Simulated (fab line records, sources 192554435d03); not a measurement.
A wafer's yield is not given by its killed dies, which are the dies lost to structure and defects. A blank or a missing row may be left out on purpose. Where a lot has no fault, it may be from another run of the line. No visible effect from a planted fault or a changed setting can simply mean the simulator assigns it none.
Matching of chambers    flow n5 finfet    ald sin-03 running N5_FIN_SAQP_SPACER2_ALD_28: 4 sister chambers
The step deposits SiO2, target thk 8.1 nm, pulse time 1 s, purge time 2 s. 4 wafers are shown with their chamber, then 9 later ones without.

## EACH WAFER AND ITS CHAMBER
wafer   chamber  heater power w (W)
L084.1  1        410
L085.3  0        404
L085.5  2        493
L085.6  3        460

## WAFERS WHOSE CHAMBER IS MISSING
wafer   heater power w (W)
L086.1  410
L086.2  494
L086.5  494
L095.1  399
L095.5  406
L095.6  501
L096.1  493
L096.2  407
L096.3  419

## THE CHAMBER EACH PASSED THROUGH
wafer   from the rows above      in truth
L086.1  can't be placed: 1 or 0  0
L086.2  2                        2
L086.5  2                        2
L095.1  can't be placed: 0 or 1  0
L095.5  can't be placed: 0 or 1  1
L095.6  2                        2
L096.1  2                        2
L096.2  can't be placed: 0 or 1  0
L096.3  can't be placed: 1 or 0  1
4 of 9 placed correctly. Can't be placed from these rows: 5 (the true chamber is among the candidates in 5). Number placed wrongly: 0.
How it was worked out, from the rows above alone: a wafer's distance from a chamber is the root of the sum, over the readings, of the square of ((its reading less the chamber's mean) divided by the reading's scatter). The wafer belongs to the nearest chamber; if the next one is less than 2 further off, it can't be placed. Each chamber's mean is taken over the wafers shown for it. The scatter (one wafer shown for each chamber): square how far every hidden wafer sits from the nearest shown wafer, average those squares and take the square root.
